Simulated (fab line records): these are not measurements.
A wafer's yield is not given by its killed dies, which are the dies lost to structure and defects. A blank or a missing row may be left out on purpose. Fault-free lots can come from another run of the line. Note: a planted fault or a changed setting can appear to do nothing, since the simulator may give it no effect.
Chamber matching || flow n5-finfet || N5_BEOL_M12_VIA_ETCH_16 on rie-diel-06: 4 sister chambers
The step etches SiOC in C4F8/O2/Ar, target depth 724.8 nm. 18 wafers are shown with their chamber, then 9 later ones without.

## WAFERS, EACH WITH ITS CHAMBER
{"wafer": "L076.1", "chamber": 0, "drypump-motor-current-A (A)": 5.8, "showerhead-plenum-p-Torr (Torr)": 3.56, "throttle-valve-pct (%)": 24.30}
{"wafer": "L076.2", "chamber": 2, "drypump-motor-current-A (A)": 5.4, "showerhead-plenum-p-Torr (Torr)": 3.37, "throttle-valve-pct (%)": 24.05}
{"wafer": "L076.6", "chamber": 0, "drypump-motor-current-A (A)": 5.7, "showerhead-plenum-p-Torr (Torr)": 3.56, "throttle-valve-pct (%)": 24.29}
{"wafer": "L077.2", "chamber": 0, "drypump-motor-current-A (A)": 5.8, "showerhead-plenum-p-Torr (Torr)": 3.56, "throttle-valve-pct (%)": 24.27}
{"wafer": "L077.3", "chamber": 2, "drypump-motor-current-A (A)": 5.4, "showerhead-plenum-p-Torr (Torr)": 3.37, "throttle-valve-pct (%)": 24.03}
{"wafer": "L077.4", "chamber": 3, "drypump-motor-current-A (A)": 5.3, "showerhead-plenum-p-Torr (Torr)": 3.50, "throttle-valve-pct (%)": 24.42}
{"wafer": "L079.3", "chamber": 0, "drypump-motor-current-A (A)": 5.8, "showerhead-plenum-p-Torr (Torr)": 3.56, "throttle-valve-pct (%)": 24.30}
{"wafer": "L079.4", "chamber": 1, "drypump-motor-current-A (A)": 6.5, "showerhead-plenum-p-Torr (Torr)": 3.50, "throttle-valve-pct (%)": 24.23}
{"wafer": "L079.6", "chamber": 2, "drypump-motor-current-A (A)": 5.4, "showerhead-plenum-p-Torr (Torr)": 3.37, "throttle-valve-pct (%)": 24.05}
{"wafer": "L083.1", "chamber": 1, "drypump-motor-current-A (A)": 6.5, "showerhead-plenum-p-Torr (Torr)": 3.50, "throttle-valve-pct (%)": 24.24}
{"wafer": "L083.2", "chamber": 0, "drypump-motor-current-A (A)": 5.8, "showerhead-plenum-p-Torr (Torr)": 3.56, "throttle-valve-pct (%)": 24.29}
{"wafer": "L083.3", "chamber": 3, "drypump-motor-current-A (A)": 5.3, "showerhead-plenum-p-Torr (Torr)": 3.50, "throttle-valve-pct (%)": 24.44}
{"wafer": "L082.2", "chamber": 0, "drypump-motor-current-A (A)": 5.7, "showerhead-plenum-p-Torr (Torr)": 3.56, "throttle-valve-pct (%)": 24.29}
{"wafer": "L082.5", "chamber": 1, "drypump-motor-current-A (A)": 6.5, "showerhead-plenum-p-Torr (Torr)": 3.50, "throttle-valve-pct (%)": 24.24}
{"wafer": "L082.6", "chamber": 0, "drypump-motor-current-A (A)": 5.7, "showerhead-plenum-p-Torr (Torr)": 3.56, "throttle-valve-pct (%)": 24.30}
{"wafer": "L084.1", "chamber": 1, "drypump-motor-current-A (A)": 6.5, "showerhead-plenum-p-Torr (Torr)": 3.49, "throttle-valve-pct (%)": 24.24}
{"wafer": "L084.3", "chamber": 0, "drypump-motor-current-A (A)": 5.7, "showerhead-plenum-p-Torr (Torr)": 3.56, "throttle-valve-pct (%)": 24.28}
{"wafer": "L084.6", "chamber": 2, "drypump-motor-current-A (A)": 5.4, "showerhead-plenum-p-Torr (Torr)": 3.36, "throttle-valve-pct (%)": 24.07}

SIGNATURES (averages over the wafers above)
{"reading": "drypump-motor-current-A", "chamber 0": 5.750, "chamber 1": 6.500, "chamber 2": 5.400, "chamber 3": 5.300, "scatter within a chamber": 0.0378}
{"reading": "showerhead-plenum-p-Torr", "chamber 0": 3.5600, "chamber 1": 3.4975, "chamber 2": 3.3675, "chamber 3": 3.5000, "scatter within a chamber": 0.00327}
{"reading": "throttle-valve-pct", "chamber 0": 24.2900, "chamber 1": 24.2375, "chamber 2": 24.0500, "chamber 3": 24.4300, "scatter within a chamber": 0.0116}
Rule: a wafer lies at a distance from a chamber equal to the root of the sum of squares, over the readings, of (its reading less the chamber's mean, divided by the reading's scatter). If the next closest chamber is less than 2 further off than the closest, the wafer can't be placed; otherwise it belongs to the closest. The scatter: the root of (the sum of the squares of (reading less its chamber's mean) over the shown wafers, divided by (wafers less chambers)).

## WAFERS WHOSE CHAMBER IS MISSING
{"wafer": "L092.1", "drypump-motor-current-A (A)": 5.7, "showerhead-plenum-p-Torr (Torr)": 3.55, "throttle-valve-pct (%)": 24.33}
{"wafer": "L092.4", "drypump-motor-current-A (A)": 6.5, "showerhead-plenum-p-Torr (Torr)": 3.49, "throttle-valve-pct (%)": 24.24}
{"wafer": "L092.5", "drypump-motor-current-A (A)": 5.3, "showerhead-plenum-p-Torr (Torr)": 3.49, "throttle-valve-pct (%)": 24.45}
{"wafer": "L093.1", "drypump-motor-current-A (A)": 5.3, "showerhead-plenum-p-Torr (Torr)": 3.49, "throttle-valve-pct (%)": 24.46}
{"wafer": "L093.4", "drypump-motor-current-A (A)": 5.3, "showerhead-plenum-p-Torr (Torr)": 3.49, "throttle-valve-pct (%)": 24.46}
{"wafer": "L093.5", "drypump-motor-current-A (A)": 6.5, "showerhead-plenum-p-Torr (Torr)": 3.48, "throttle-valve-pct (%)": 24.26}
{"wafer": "L095.1", "drypump-motor-current-A (A)": 6.5, "showerhead-plenum-p-Torr (Torr)": 3.48, "throttle-valve-pct (%)": 24.27}
{"wafer": "L095.3", "drypump-motor-current-A (A)": 5.2, "showerhead-plenum-p-Torr (Torr)": 3.48, "throttle-valve-pct (%)": 24.48}
{"wafer": "L095.4", "drypump-motor-current-A (A)": 5.3, "showerhead-plenum-p-Torr (Torr)": 3.48, "throttle-valve-pct (%)": 24.49}

## CHAMBER TAKEN BY EACH
{"wafer": "L092.1", "from the rows above": 0, "in truth": 0}
{"wafer": "L092.4", "from the rows above": 1, "in truth": 1}
{"wafer": "L092.5", "from the rows above": 3, "in truth": 3}
{"wafer": "L093.1", "from the rows above": 3, "in truth": 3}
{"wafer": "L093.4", "from the rows above": 3, "in truth": 3}
{"wafer": "L093.5", "from the rows above": 1, "in truth": 1}
{"wafer": "L095.1", "from the rows above": 1, "in truth": 1}
{"wafer": "L095.3", "from the rows above": 3, "in truth": 3}
{"wafer": "L095.4", "from the rows above": 3, "in truth": 3}
Placed correctly: 9 of 9. Left unplaced by these rows: 0. Wrongly placed: 0.
